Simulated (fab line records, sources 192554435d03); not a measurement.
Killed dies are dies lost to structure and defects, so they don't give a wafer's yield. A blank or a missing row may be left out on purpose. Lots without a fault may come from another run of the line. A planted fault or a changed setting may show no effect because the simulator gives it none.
Problem report in the 8D (eight disciplines) form, filled by code | flow n5_finfet | the parts of the form that need people (team, actions taken, sign-off) are left out

1. THE PROBLEM
raw_defect_count at N5_BEOL_M5_INSPECT_58 reads a mean of 515 on 6 wafers of 2 lots; wafers without a fault read 61 with a standard deviation of 18. That is +25 standard deviations from the usual mean.
The step: inspects for defects (darkfield).
First seen on wafer L466.1, day 12 21:29, on defect_inspect-02. The record holds 33 wafers of 11 lots with a number at this step. Rule for "out", or "out of limits": more than 4 standard deviations from the usual mean. The other wafers with a number count as sound.

2. WHAT IT IS AND WHAT IT IS NOT
question                    | is                     | is not
which readings at this step | raw_defect_count       | -
which lots                  | L466, L467             | L452, L455, L457, L458, L459, L460, L470, L474, L475
which wafers of those lots  | all that have a number | -
read on which gauges        | defect_inspect-02      | defect_inspect-01
when                        | from day 12 21:29      | up to then (18 sound wafers); but 9 sound wafers of L470, L474, L475 came after

3. SUSPECTS, AND WHAT RULES EACH OUT
Counting: a tool at a process step up to the reading stays a suspect if it ran every lot that is out and no sound lot after the first of them.
- the gauge at N5_BEOL_M5_INSPECT_58: ruled out. All the wafers that are out were read on defect_inspect-02, but those of them that N5_PASSIVATION_PROBE_49 has rows for are out there too, on other tools.
- pvd_sputter-02 at N5_BEOL_M5_SPUTTER_48 (material Cu, target thk 15 nm, time 27.62 s): kept. It ran every lot that is out, first L466 (day 12 16:01), and no sound lot after that; its last sound lot up to then is L460 (day 10 18:55).
- pvd_sputter-02 at N5_BEOL_M5_SPUTTER_81 (material Cu, target thk 15 nm, time 27.62 s): kept. It ran every lot that is out, first L466 (day 12 17:07), and no sound lot after that; its last sound lot up to then is L460 (day 10 20:00).
- pecvd-01 at N5_BEOL_M5_PRE_CLEAN_55 (time 15 s): kept. It ran every lot that is out, first L466 (day 12 21:20), and no sound lot after that; its last sound lot up to then is L459 (day 10 14:16).
Left after counting: pvd_sputter-02 at N5_BEOL_M5_SPUTTER_48, pvd_sputter-02 at N5_BEOL_M5_SPUTTER_81, pecvd-01 at N5_BEOL_M5_PRE_CLEAN_55.

4. THE CAUSE (what the simulator had put in)
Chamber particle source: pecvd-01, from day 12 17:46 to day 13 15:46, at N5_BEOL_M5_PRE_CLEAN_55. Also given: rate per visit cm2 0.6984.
Counting left 3 suspects, and this tool is among them.

5. THE CHAIN OF EFFECTS, in route order
Each row: a reading whose mean over the struck wafers that have a number lies more than 3 standard deviations from the usual. Only readings for which the record gives a usual standard deviation are gone through. hours: the time from each lot's start at the first step in this table that gives one to its start at this step, as a median over the lots. sigmas: the change in usual standard deviations.
hours | step                    | reading              | usual  | on struck wafers | change | sigmas
0     | N5_BEOL_M5_INSPECT_58   | raw_defect_count     | 61     | 515              | +454   | +25
3     | N5_BEOL_M6_INSPECT_13   | raw_defect_count     | 373    | 797              | +424   | +4.6
99    | N5_PASSIVATION_PROBE_49 | defect_limited_yield | 91.2 % | 86.0             | -5.2   | -3.5
99    | N5_PASSIVATION_PROBE_49 | killed_at_M4_up      | 14     | 78               | +64    | +11
99    | N5_PASSIVATION_PROBE_49 | killed_dies          | 104    | 166              | +62    | +3.6
99    | N5_PASSIVATION_PROBE_49 | killed_on_rim        | 14     | 31               | +17    | +4.0
99    | N5_PASSIVATION_PROBE_49 | sort_bin_5_function  | 5.2 %  | 8.6              | +3.4   | +3.6
99    | N5_PASSIVATION_PROBE_49 | sort_n_pass          | 1076   | 1014             | -62    | -3.6
99    | N5_PASSIVATION_PROBE_49 | sort_yield_pct       | 91.2 % | 86.0             | -5.2   | -3.5
The process steps in it:
- N5_PASSIVATION_PROBE_49

6. WHAT WOULD HAVE CAUGHT IT SOONER
In this record the first reading out of limits at a measuring or inspecting step was taken at day 12 21:29, 4 hours after the fault began at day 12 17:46.
Of the tool readings at N5_BEOL_M5_PRE_CLEAN_55 for which the record gives a usual standard deviation, none was out on any struck wafer, so an alarm limit of 4 standard deviations on them would not have fired.
Of the lots that are out (2), L467 began N5_BEOL_M5_PRE_CLEAN_55 on pecvd-01 after day 12 21:29. A hold on the tool at that time would have spared it.
